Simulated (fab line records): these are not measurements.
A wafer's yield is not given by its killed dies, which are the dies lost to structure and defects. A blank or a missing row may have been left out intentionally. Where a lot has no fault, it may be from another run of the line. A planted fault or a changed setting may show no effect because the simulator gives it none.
A lot that was struck, set against a sound lot	flow n5_finfet	16 steps out of a route of 1938
Sound: the wafers L484.2, L484.3, L484.6. Wafers struck: L496.2, L496.4, L496.6. The cause is named last.
Order at every step that has rows: each side's tool, ch and its chambers, its first start. Under that, the readings that differ: sound wafers	struck wafers	difference of the means	sigmas: that difference in standard deviations of wafers without a fault.
alike: readings with means less than 2 such deviations apart, plus words and numbers identical on both sides. not compared: withheld readings, readings lacking a value on some wafer, bounds such as >300 that could conceal the same value, and numbers that have no deviation in the record and whose values overlap.
A row with sigmas, a row that says differs or no value, or rows on one side alone: a step with any of these is where the two part. When numbers do not overlap yet have no deviation, they are printed without sigmas and do not part them. Lack of a reading on every wafer of one side parts them only where that side has two or more wafers.

first, 6 steps without rows for these wafers: N5_BEOL_M3_COAT_22 (resist thk 30 nm); N5_BEOL_M3_EBR_24; N5_BEOL_M3_SOFTBAKE_23 (time 60 s); N5_BEOL_M3_EXPOSE_25 (exposes mask V2, defocus 5 nm); N5_BEOL_M3_PEB_26 (peb time 60 s); N5_BEOL_M3_DEVELOP_27 (develop time 30 s).
N5_BEOL_M3_CD_MEAS_28: target cd 25.7 nm, target cd y 23.3 nm.
  sound on cd_sem-03 ch 0, day 7 08:18; struck on cd_sem-02 ch 0, day 9 22:01
  alike: cd_nm
N5_BEOL_M3_OVL_MEAS_29:
  sound on overlay-02 ch 0, day 7 08:20; struck on overlay-02 ch 0, day 9 22:03
  alike: V2_OVL
N5_BEOL_M3_INSPECT_30: inspects for defects (brightfield).
  sound on defect_inspect-01 at day 7 08:23; struck on defect_inspect-01 at day 9 22:06
  alike: raw_defect_count
N5_BEOL_M3_DESCUM_33: chemistry O2, time 7 s.
  sound on rie_diel-04 ch 0,2, day 7 08:25; struck on rie_diel-03 ch 2,3, day 9 22:08
  alike: drypump_motor_current_A, oes_product_au, rf_vpp_V, showerhead_plenum_p_Torr, temp_c, throttle_valve_pct
  not compared: rf_hours_counter_h
N5_BEOL_M3_ETCH_77: etches underlayer in N2/H2, target depth 6.5 nm, time 5.2 s.
  sound on rie_diel-04 ch 0,2, day 7 08:27; struck on rie_diel-03 ch 2,3, day 9 22:10
reading	sound	struck	difference	sigmas
rf_vpp_V (V)	528.5 524.8 526.1	524.5 517.8 517.5	-6.5	-3
showerhead_plenum_p_Torr (Torr)	2.62 2.62 2.62	2.62 2.40 2.40	-0.15	-2
  alike: drypump_motor_current_A, etch_rf_on_time_s, oes_product_au, throttle_valve_pct
  not compared: rf_hours_counter_h
N5_BEOL_M3_ETCH_69: etches SiARC in CF4, target depth 15.6 nm, time 26 s.
  sound on rie_diel-04 ch 0,2, day 7 08:28; struck on rie_diel-03 ch 2,3, day 9 22:11
  alike: drypump_motor_current_A, etch_rf_on_time_s, mfc_ar_sccm, oes_product_au, rf_vpp_V, showerhead_plenum_p_Torr, throttle_valve_pct
  not compared: rf_hours_counter_h
N5_BEOL_M3_ALD_98: deposits SiO2, target thk 2.5 nm, pulse time 1 s, co reactant pulse time 1 s.
  sound on ald_sin-03 ch 1,2,3, day 7 08:33; struck on ald_sin-01 ch 0,2, day 9 22:16
  no value came back on the struck wafers for any of 5 readings (ald_cycles, chamber_pressure_Torr (Torr) and others); on the sound wafers ald_cycles reads 17 17 17
N5_BEOL_M3_ETCHBACK_99: etches SiO2 in CHF3, target depth 5 nm, time 10.4 s.
  sound on rie_diel-01 ch 0,1,2, day 7 12:52; struck on rie_diel-01 ch 0,1, day 10 02:08
  alike: drypump_motor_current_A, mfc_ar_sccm, oes_product_au, rf_vpp_V, showerhead_plenum_p_Torr, throttle_valve_pct
  not compared: rf_hours_counter_h
N5_BEOL_M4_RC_MEAS_101:
  sound on prober-01 ch 0, day 8 01:29; struck on prober-02 ch 0, day 10 19:34
  alike: DIBL_N, DIBL_P, IOFF_N, IOFF_P, ION_N, ION_P, SS_N, SS_P, VT_N, VT_P
N5_PASSIVATION_PROBE_49:
  sound wafers here have rows in the record (prober-02, day 12 08:00); struck ones have none

WHERE THEY PART
Earliest at N5_BEOL_M3_ETCH_77; latest, in this record, at N5_PASSIVATION_PROBE_49.

WHY: what had been put in by the simulator
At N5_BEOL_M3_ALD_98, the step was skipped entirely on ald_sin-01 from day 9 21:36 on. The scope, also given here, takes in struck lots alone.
